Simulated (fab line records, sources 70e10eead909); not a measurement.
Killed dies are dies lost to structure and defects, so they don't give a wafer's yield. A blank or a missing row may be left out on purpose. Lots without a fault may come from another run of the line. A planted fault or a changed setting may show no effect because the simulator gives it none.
A sampling plan put to the test | flow nand_harc | one fab line, 26 faults that these records tell of, each judged on the records of the lots that it struck; 1 more is left out, because the records don't allow judging it
The plan is the line's own looks: the steps of the route at which a gauge or an inspection reads the wafer and doesn't change it. A look can be judged if struck wafers have a number there and the file gives its usual mean and standard deviation on fault-free wafers. Caught: at a look after the fault's first step, the mean of the struck wafers lies 4 or more of those standard deviations (sigma) from the usual mean. On the tool: the same test on the tool's own readings at the fault's steps. Another recipe on the struck wafers, or a record that is blank for them alone, also counts as caught.

THE FAULTS, as the simulator had put them in
1. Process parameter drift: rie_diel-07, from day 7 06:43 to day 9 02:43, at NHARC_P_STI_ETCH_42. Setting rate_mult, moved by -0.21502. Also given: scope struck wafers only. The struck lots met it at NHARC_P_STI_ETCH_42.
2. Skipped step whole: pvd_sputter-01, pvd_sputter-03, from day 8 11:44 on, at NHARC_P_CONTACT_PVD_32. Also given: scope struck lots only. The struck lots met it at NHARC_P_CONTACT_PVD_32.
3. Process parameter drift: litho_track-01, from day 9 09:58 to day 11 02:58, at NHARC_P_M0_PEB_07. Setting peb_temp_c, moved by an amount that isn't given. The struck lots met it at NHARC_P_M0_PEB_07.
4. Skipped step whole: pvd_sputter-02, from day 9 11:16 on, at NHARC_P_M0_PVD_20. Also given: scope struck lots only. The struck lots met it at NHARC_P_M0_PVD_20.
5. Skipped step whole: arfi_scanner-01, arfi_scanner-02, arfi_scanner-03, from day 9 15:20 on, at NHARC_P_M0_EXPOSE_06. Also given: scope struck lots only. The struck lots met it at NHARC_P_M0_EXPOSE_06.
6. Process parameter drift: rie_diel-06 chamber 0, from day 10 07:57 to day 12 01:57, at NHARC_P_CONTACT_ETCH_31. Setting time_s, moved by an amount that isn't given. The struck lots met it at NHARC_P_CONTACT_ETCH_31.
7. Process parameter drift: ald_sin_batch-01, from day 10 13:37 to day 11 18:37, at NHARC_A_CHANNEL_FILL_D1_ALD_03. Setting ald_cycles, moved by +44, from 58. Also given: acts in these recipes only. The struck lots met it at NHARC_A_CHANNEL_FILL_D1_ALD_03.
8. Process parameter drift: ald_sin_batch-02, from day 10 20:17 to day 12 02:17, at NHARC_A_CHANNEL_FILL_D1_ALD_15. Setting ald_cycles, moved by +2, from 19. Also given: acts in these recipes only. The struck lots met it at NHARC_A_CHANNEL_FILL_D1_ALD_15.
9. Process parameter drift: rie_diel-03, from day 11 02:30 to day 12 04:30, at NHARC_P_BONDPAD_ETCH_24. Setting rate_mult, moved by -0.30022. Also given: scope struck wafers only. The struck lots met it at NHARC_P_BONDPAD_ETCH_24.
10. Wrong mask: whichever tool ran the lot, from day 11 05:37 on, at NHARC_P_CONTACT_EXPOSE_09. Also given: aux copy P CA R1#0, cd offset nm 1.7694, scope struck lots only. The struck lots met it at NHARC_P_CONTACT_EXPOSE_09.
11. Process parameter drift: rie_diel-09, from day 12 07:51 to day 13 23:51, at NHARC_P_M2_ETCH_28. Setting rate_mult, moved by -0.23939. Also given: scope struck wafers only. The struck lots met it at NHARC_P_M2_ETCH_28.
12. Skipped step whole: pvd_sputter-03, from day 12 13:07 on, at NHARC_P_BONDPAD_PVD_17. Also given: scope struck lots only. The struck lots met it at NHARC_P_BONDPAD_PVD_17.
13. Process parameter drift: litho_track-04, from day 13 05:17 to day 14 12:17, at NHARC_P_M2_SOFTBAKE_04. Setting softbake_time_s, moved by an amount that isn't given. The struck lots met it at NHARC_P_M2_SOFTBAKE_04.
14. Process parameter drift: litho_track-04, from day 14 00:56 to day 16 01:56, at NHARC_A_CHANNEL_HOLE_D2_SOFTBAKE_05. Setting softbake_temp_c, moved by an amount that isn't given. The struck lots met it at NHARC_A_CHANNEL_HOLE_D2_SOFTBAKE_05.
15. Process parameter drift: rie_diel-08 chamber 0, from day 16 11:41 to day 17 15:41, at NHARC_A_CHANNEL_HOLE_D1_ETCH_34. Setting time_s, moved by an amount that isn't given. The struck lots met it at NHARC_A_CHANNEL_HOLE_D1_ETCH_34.
16. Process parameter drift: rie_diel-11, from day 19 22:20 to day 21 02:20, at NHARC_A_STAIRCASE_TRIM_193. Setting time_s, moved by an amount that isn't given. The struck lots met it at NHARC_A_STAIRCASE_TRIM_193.
17. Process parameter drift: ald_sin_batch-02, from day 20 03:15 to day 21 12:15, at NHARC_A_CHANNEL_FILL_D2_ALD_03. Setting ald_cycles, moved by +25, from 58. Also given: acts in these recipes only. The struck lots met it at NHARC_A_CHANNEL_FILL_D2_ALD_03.
18. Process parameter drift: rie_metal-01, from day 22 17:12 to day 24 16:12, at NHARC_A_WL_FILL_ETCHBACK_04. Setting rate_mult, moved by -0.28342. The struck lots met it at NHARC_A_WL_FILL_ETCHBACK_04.
19. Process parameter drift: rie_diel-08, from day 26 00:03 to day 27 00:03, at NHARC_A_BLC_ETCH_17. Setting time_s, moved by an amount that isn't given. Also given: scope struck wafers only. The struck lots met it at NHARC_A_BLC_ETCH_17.
20. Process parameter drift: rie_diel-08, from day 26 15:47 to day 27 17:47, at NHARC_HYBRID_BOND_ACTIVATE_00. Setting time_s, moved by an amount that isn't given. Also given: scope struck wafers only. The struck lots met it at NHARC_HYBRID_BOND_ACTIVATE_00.
21. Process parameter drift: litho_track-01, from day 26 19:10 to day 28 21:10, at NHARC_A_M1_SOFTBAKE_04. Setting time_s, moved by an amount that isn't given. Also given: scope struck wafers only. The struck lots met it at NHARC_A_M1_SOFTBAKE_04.
22. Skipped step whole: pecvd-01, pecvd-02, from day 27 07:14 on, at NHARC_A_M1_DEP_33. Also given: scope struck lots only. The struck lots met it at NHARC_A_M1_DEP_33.
23. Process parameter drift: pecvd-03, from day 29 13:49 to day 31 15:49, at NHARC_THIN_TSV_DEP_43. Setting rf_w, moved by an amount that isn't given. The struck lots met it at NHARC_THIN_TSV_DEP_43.
24. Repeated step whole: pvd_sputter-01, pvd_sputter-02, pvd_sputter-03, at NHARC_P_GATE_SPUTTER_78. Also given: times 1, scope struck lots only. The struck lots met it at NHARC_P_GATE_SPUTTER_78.
25. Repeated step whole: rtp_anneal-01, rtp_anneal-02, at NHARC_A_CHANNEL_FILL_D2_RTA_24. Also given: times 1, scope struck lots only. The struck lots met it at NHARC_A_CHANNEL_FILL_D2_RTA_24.
26. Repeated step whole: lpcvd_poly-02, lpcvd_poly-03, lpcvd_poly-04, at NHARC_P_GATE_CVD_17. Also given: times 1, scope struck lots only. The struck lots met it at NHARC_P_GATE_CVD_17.

WHAT THE PLAN SAW
fault | on the tool itself                               | first look that catches it                   | reading, sigma | median hours from its first step to that look | hours from the fault's start to the first struck lot there | judged looks passed uncaught
1     | oes_product_au -12 sigma                         | not the one look that can be judged after it | -              | -                                             | -                                                          | 1
2     | the tool's record is blank for the struck wafers | not the one look that can be judged after it | -              | -                                             | -                                                          | 1
3     | plate_temp_C -67 sigma                           | no look after it can be judged               | -              | -                                             | -                                                          | 0
4     | the tool's record is blank for the struck wafers | no look after it can be judged               | -              | -                                             | -                                                          | 0
5     | no reading that can be judged                    | no look after it can be judged               | -              | -                                             | -                                                          | 0
6     | run_length_s -97 sigma                           | no look after it can be judged               | -              | -                                             | -                                                          | 0
7     | under 2 sigma                                    | not the one look that can be judged after it | -              | -                                             | -                                                          | 1
8     | under 2 sigma                                    | no look after it can be judged               | -              | -                                             | -                                                          | 0
9     | oes_product_au -19 sigma                         | no look after it can be judged               | -              | -                                             | -                                                          | 0
10    | under 2 sigma                                    | no look after it can be judged               | -              | -                                             | -                                                          | 0
11    | oes_product_au -12 sigma                         | not the one look that can be judged after it | -              | -                                             | -                                                          | 1
12    | the tool's record is blank for the struck wafers | not the one look that can be judged after it | -              | -                                             | -                                                          | 1
13    | heater_power_total_W +99 or beyond sigma         | not the one look that can be judged after it | -              | -                                             | -                                                          | 1
14    | heater_power_total_W -99 or beyond sigma         | not the one look that can be judged after it | -              | -                                             | -                                                          | 1
15    | run_length_s -12 sigma                           | not the one look that can be judged after it | -              | -                                             | -                                                          | 1
16    | run_length_s -99 or beyond sigma                 | not the one look that can be judged after it | -              | -                                             | -                                                          | 1
17    | under 2 sigma                                    | no look after it can be judged               | -              | -                                             | -                                                          | 0
18    | oes_product_au -19 sigma                         | not the one look that can be judged after it | -              | -                                             | -                                                          | 1
19    | run_length_s -47 sigma                           | no look after it can be judged               | -              | -                                             | -                                                          | 0
20    | run_length_s -17 sigma                           | no look after it can be judged               | -              | -                                             | -                                                          | 0
21    | heater_power_total_W +38 sigma                   | not the one look that can be judged after it | -              | -                                             | -                                                          | 1
22    | the tool's record is blank for the struck wafers | not the one look that can be judged after it | -              | -                                             | -                                                          | 1
23    | rf_fwd_power_W -53 sigma                         | not the one look that can be judged after it | -              | -                                             | -                                                          | 1
24    | no reading that can be judged                    | no look after it can be judged               | -              | -                                             | -                                                          | 0
25    | under 2 sigma                                    | not the one look that can be judged after it | -              | -                                             | -                                                          | 1
26    | no reading that can be judged                    | no look after it can be judged               | -              | -                                             | -                                                          | 0
A dash: the fault isn't caught, or these records don't give the number.

Caught at a look: 0 of 26. Caught on the tool: 18 of 26. By one or the other: 18 of 26.
Caught on the tool alone: faults 1, 2, 3, 4, 6, 9, 11, 12, 13, 14, 15, 16, 18, 19, 20, 21, 22, 23.
Caught by neither: faults 5, 7, 8, 10, 17, 24, 25, 26.
